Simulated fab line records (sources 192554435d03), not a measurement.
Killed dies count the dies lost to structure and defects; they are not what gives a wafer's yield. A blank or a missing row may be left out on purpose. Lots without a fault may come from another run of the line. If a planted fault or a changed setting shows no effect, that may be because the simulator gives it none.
Code-filled problem report in 8D (eight disciplines) form | flow n5Finfet | the parts of the form that need people (team, actions taken, sign-off) are left out

## 1. WHAT WENT WRONG
A mean of 422.12 C is read at N5_HKMG_FIN_ALD_91 for susceptorTempC, taken on 1 wafer of 1 lot, against 400.01 C (standard deviation 0.22) on wafers free of any fault. So: +99 or more standard deviations from the usual mean.
The step: deposits TiN, target thk 1 nm, pulse time 1 s, purge time 3 s.
Seen first at day 6 05:53 on aldMetal-01, wafer L278.4. Wafers with a number at this step in the record: 27, from 9 lots. Rule for "out" (also "out of limits"): further than 4 standard deviations from the usual mean. All remaining wafers that have a number are taken as sound.

## 2. WHAT IT IS AND WHAT IT IS NOT
question                    | is               | is not
which readings at this step | susceptorTempC   | precursorPulseHeightRel
which lots                  | L278             | L270, L273, L274, L277, L280, L288, L289, L293
which wafers of those lots  | L278.4           | L278.2, L278.5
read on which tools         | aldMetal-01      | aldMetal-03, aldMetal-04
when                        | from day 6 05:53 | up to then (14 sound wafers); but 12 sound wafers of L280, L288, L289, L293 came after

## 3. WHAT RULES OUT EACH SUSPECT
Counting: a tool at a process step up to the reading stays a suspect if it ran every lot that is out. Sound lots after the first of them don't rule it out here, since some wafers of a struck lot are sound.
- rieDiel-06 at N5_HKMG_FIN_STRIP_57 (strips in CF4): kept. The lot that is out, L278, ran on it at day 6 01:32; the last sound lot it ran before that was L270, at day 4 06:23.
- aldMetal-01 at N5_HKMG_FIN_ALD_91 (deposits TiN, target thk 1 nm, pulse time 1 s, purge time 3 s): kept. The lot that is out, L278, ran on it at day 6 05:53; the last sound lot it ran before that was L273, at day 5 08:47. Its own readings are out on those wafers: susceptorTempC.
- In rieDiel-06 at N5_HKMG_FIN_STRIP_57, the wafers that are out were processed in chamber 3 and their sound lot-mates in chambers 1, 2.
- In aldMetal-01 at N5_HKMG_FIN_ALD_91, the wafers that are out were processed in chamber 0 and their sound lot-mates in chambers 2, 3.
The count leaves aldMetal-01 at N5_HKMG_FIN_ALD_91 and rieDiel-06 at N5_HKMG_FIN_STRIP_57.

## 4. THE CAUSE (what the simulator had put in)
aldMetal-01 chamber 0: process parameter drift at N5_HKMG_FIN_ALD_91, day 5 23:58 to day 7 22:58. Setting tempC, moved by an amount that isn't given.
Counting left 2 suspects, and this tool is among them.

## 5. THE CHAIN OF EFFECTS, in route order
Rows list readings where the struck wafers' mean (over those with a number) sits beyond 3 standard deviations from the usual. Only readings for which the record gives a usual standard deviation are gone through. hours: the time from each lot's start at the first step in this table that gives one to its start at this step, as a median over the lots. sigmas: the change in usual standard deviations.
hours | step                   | reading        | usual          | on struck wafers | change    | sigmas
0     | N5_HKMG_FIN_ALD_91     | susceptorTempC | 400.01 C       | 422.12           | +22.11    | +99 or more
122   | N5_BEOL_M4_RC_MEAS_101 | IOFF_N_LONG    | 5.55e-05 nA/um | 4.69e-05         | -8.60e-06 | -3.2
122   | N5_BEOL_M4_RC_MEAS_101 | VT_N_LONG      | 274.8 mV       | 282.1            | +7.3      | +3.5
Here are the process steps it includes:
- N5_HKMG_FIN_ALD_91: deposits TiN, target thk 1 nm, pulse time 1 s, purge time 3 s.

## 6. HOW IT WOULD HAVE BEEN CAUGHT EARLIER
In this record no reading fell out of limits until day 6 05:53, 6 hours after the fault had begun at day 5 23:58.
